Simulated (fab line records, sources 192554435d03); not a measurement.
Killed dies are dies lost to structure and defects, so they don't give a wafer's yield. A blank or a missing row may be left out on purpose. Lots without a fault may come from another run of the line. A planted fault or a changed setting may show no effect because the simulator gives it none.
Problem report in the 8D (eight disciplines) form, filled by code | flow n5_finfet | the parts of the form that need people (team, actions taken, sign-off) are left out

1. THE PROBLEM
rf_fwd_power_W at N5_BEOL_M1_ETCH_64 reads a mean of 634.6 W on 6 wafers of 2 lots; wafers without a fault read 836.6 W with a standard deviation of 2.7. That is -75 standard deviations from the usual mean.
The step: etches SOC in N2/H2, target depth 75 nm, overetch 15 nm, time 112.5 s.
First seen on wafer L540.1, day 7 16:45, on rie_diel-01. The record holds 27 wafers of 9 lots with a number at this step. Rule for "out", or "out of limits": more than 4 standard deviations from the usual mean. The other wafers with a number count as sound.

2. WHAT IT IS AND WHAT IT IS NOT
question                    | is                       | is not
which readings at this step | rf_fwd_power_W, rf_vpp_V | drypump_motor_current_A, oes_product_au, showerhead_plenum_p_Torr, throttle_valve_pct
which lots                  | L540, L542               | L536, L539, L549, L550, L556, L557, L558
which wafers of those lots  | all that have a number   | -
read on which tools         | rie_diel-01              | rie_diel-06
when                        | from day 7 16:45         | up to then (6 sound wafers); but 15 sound wafers of L549, L550, L556, L557, L558 came after

3. SUSPECTS, AND WHAT RULES EACH OUT
Counting: a tool at a process step up to the reading stays a suspect if it ran every lot that is out and no sound lot after the first of them.
- rie_diel-01 at N5_BEOL_M1_ETCH_63 (etches SiARC in CF4, target depth 15.6 nm, time 26 s): ruled out as a lasting fault. Sound lots L557, L558 ran on it after its first lot that is out, L540 (day 7 16:43).
- rie_diel-01 at N5_BEOL_M1_ETCH_64 (etches SOC in N2/H2, target depth 75 nm, overetch 15 nm, time 112.5 s): ruled out as a lasting fault. Sound lots L557, L558 ran on it after its first lot that is out, L540 (day 7 16:45).
Left after counting: nothing in the record.

4. THE CAUSE (what the simulator had put in)
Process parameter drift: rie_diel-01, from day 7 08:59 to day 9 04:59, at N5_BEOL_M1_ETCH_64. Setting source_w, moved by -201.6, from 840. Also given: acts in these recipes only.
Counting ruled it out, wrongly.

5. THE CHAIN OF EFFECTS, in route order
Each row: a reading whose mean over the struck wafers that have a number lies more than 3 standard deviations from the usual. Only readings for which the record gives a usual standard deviation are gone through. hours: the time from each lot's start at the first step in this table that gives one to its start at this step, as a median over the lots. sigmas: the change in usual standard deviations.
hours | step               | reading        | usual   | on struck wafers | change | sigmas
0     | N5_BEOL_M1_ETCH_64 | rf_fwd_power_W | 836.6 W | 634.6            | -202.0 | -75
0     | N5_BEOL_M1_ETCH_64 | rf_vpp_V       | 522.5 V | 573.0            | +50.5  | +18
The process steps in it:
- N5_BEOL_M1_ETCH_64: etches SOC in N2/H2, target depth 75 nm, overetch 15 nm, time 112.5 s.
Later measuring or inspecting steps at which every struck wafer that the step has a row for has a number for every such reading, and none has moved that far: N5_BEOL_M4_RC_MEAS_101.

6. WHAT WOULD HAVE CAUGHT IT SOONER
In this record the first reading out of limits was taken at day 7 16:45, 8 hours after the fault began at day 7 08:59.
